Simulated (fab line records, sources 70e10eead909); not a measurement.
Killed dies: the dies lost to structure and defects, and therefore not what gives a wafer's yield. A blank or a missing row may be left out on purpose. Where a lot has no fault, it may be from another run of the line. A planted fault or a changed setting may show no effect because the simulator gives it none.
Matching of chambers | flow nand_harc | ald_hk-04 running NHARC_A_CHANNEL_FILL_D1_ALD_16: 4 sister chambers
The step deposits SiO2, target thk 1.5 nm, pulse time 10 s, ald cycles 15. 4 wafers are shown with their chamber, then 12 later ones without.

## WAFERS, EACH WITH ITS CHAMBER
wafer  | chamber | heater_power_w (W)
L089.3 | 1       | 461
L091.1 | 0       | 442
L091.2 | 2       | 464
L091.5 | 3       | 480

## WAFERS WITHOUT THEIR CHAMBER
wafer  | heater_power_w (W)
L096.1 | 485
L096.3 | 463
L096.5 | 444
L095.2 | 475
L095.5 | 464
L095.6 | 496
L094.3 | 460
L094.4 | 468
L094.5 | 440
L097.1 | 465
L097.2 | 485
L097.5 | 466

## EACH ONE'S CHAMBER
wafer  | from the rows above          | in truth
L096.1 | 3                            | 3
L096.3 | can't be placed: 2 or 1      | 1
L096.5 | 0                            | 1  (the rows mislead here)
L095.2 | can't be placed: 3 or 2 or 1 | 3
L095.5 | can't be placed: 2 or 1      | 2
L095.6 | 3                            | 3
L094.3 | can't be placed: 1 or 2      | 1
L094.4 | can't be placed: 2 or 1 or 3 | 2
L094.5 | 0                            | 0
L097.1 | can't be placed: 2 or 1      | 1
L097.2 | 3                            | 3
L097.5 | can't be placed: 2 or 1      | 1
Correctly placed: 4 of 12. From these rows, 7 cannot be placed; in 7 the true chamber is one of the candidates. Placed wrongly: 1.
How it was worked out, from the rows above alone: a wafer's distance from a chamber is the root of the sum, over the readings, of the square of ((its reading less the chamber's mean) divided by the reading's scatter). The wafer belongs to the nearest chamber; if the next one is less than 2 further off, it can't be placed. Each chamber's mean is taken over the wafers shown for it. The scatter: root of mean squared gap, hidden wafer to nearest shown wafer, with one shown wafer a chamber.
